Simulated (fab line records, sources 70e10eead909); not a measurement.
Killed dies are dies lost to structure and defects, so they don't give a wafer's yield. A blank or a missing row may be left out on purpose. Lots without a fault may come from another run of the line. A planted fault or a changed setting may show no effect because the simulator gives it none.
Chamber matching | flow nand_harc | NHARC_A_ZERO_WELL_ETCH_19 on rie_diel-05: 4 sister chambers
The step etches the open film in N2/H2, target depth 80 nm, overetch 24 nm, time 87.88 s. 4 wafers are shown with their chamber, then 8 later ones without.

WAFERS WITH THEIR CHAMBER
wafer  | chamber | showerhead_plenum_p_Torr (Torr)
L084.4 | 0       | 2.16
L086.2 | 1       | 2.01
L086.5 | 3       | 1.90
L088.2 | 2       | 1.95

WAFERS WITHOUT THEIR CHAMBER
wafer  | showerhead_plenum_p_Torr (Torr)
L088.4 | 2.00
L088.5 | 1.90
L094.2 | 2.16
L094.3 | 1.90
L094.4 | 1.95
L097.3 | 2.16
L097.5 | 2.16
L097.6 | 1.90

WHICH CHAMBER EACH WENT THROUGH
wafer  | from the rows above | in truth
L088.4 | 1                   | 1
L088.5 | 3                   | 3
L094.2 | 0                   | 0
L094.3 | 3                   | 3
L094.4 | 2                   | 2
L097.3 | 0                   | 0
L097.5 | 0                   | 0
L097.6 | 3                   | 3
Placed correctly: 8 of 8. Can't be placed from these rows: 0. Placed wrongly: 0.
How it was worked out, from the rows above alone: a wafer's distance from a chamber is the root of the sum, over the readings, of the square of ((its reading less the chamber's mean) divided by the reading's scatter). The wafer belongs to the nearest chamber; if the next one is less than 2 further off, it can't be placed. A chamber's mean is the mean of its shown wafers. The scatter: with one shown wafer a chamber, the root of the mean of the squares of how far each hidden wafer lies from its nearest shown one.
